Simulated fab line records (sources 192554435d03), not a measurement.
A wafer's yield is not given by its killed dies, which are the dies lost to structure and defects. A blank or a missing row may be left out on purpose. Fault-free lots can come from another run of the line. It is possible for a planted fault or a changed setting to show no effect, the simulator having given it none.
Matching of chambers ; flow n5Finfet ; rieDiel-01 running N5_BEOL_M7_ETCH_61: 4 sister chambers
The step etches SiARC in CF4, target depth 45.5 nm, time 75.8 s. 4 wafers are shown with their chamber, then 7 later ones without.

== WAFERS WITH THEIR CHAMBER ==
wafer;chamber;drypumpMotorCurrentA (A)
L082.3;2;5.2
L087.1;1;5.8
L088.2;0;4.9
L088.5;3;5.6

== WAFERS WHOSE CHAMBER IS MISSING ==
wafer;drypumpMotorCurrentA (A)
L088.6;4.9
L091.2;5.0
L091.5;5.2
L091.6;5.8
L096.3;5.2
L096.4;4.9
L096.6;4.9

== THE CHAMBER EACH PASSED THROUGH ==
wafer;from the rows above;in truth
L088.6;0;0
L091.2;0;0
L091.5;2;2
L091.6;1;1
L096.3;2;2
L096.4;0;0
L096.6;0;0
Correctly placed: 7 of 7. Left unplaced by these rows: 0. 0 placed wrongly.
How it was worked out, from the rows above alone: a wafer's distance from a chamber is the root of the sum, over the readings, of the square of ((its reading less the chamber's mean) divided by the reading's scatter). If the next closest chamber is less than 2 further off than the closest, the wafer can't be placed; otherwise it belongs to the closest. The mean given for a chamber averages the wafers shown for that chamber. The scatter: root of mean squared gap, hidden wafer to nearest shown wafer, with one shown wafer a chamber.
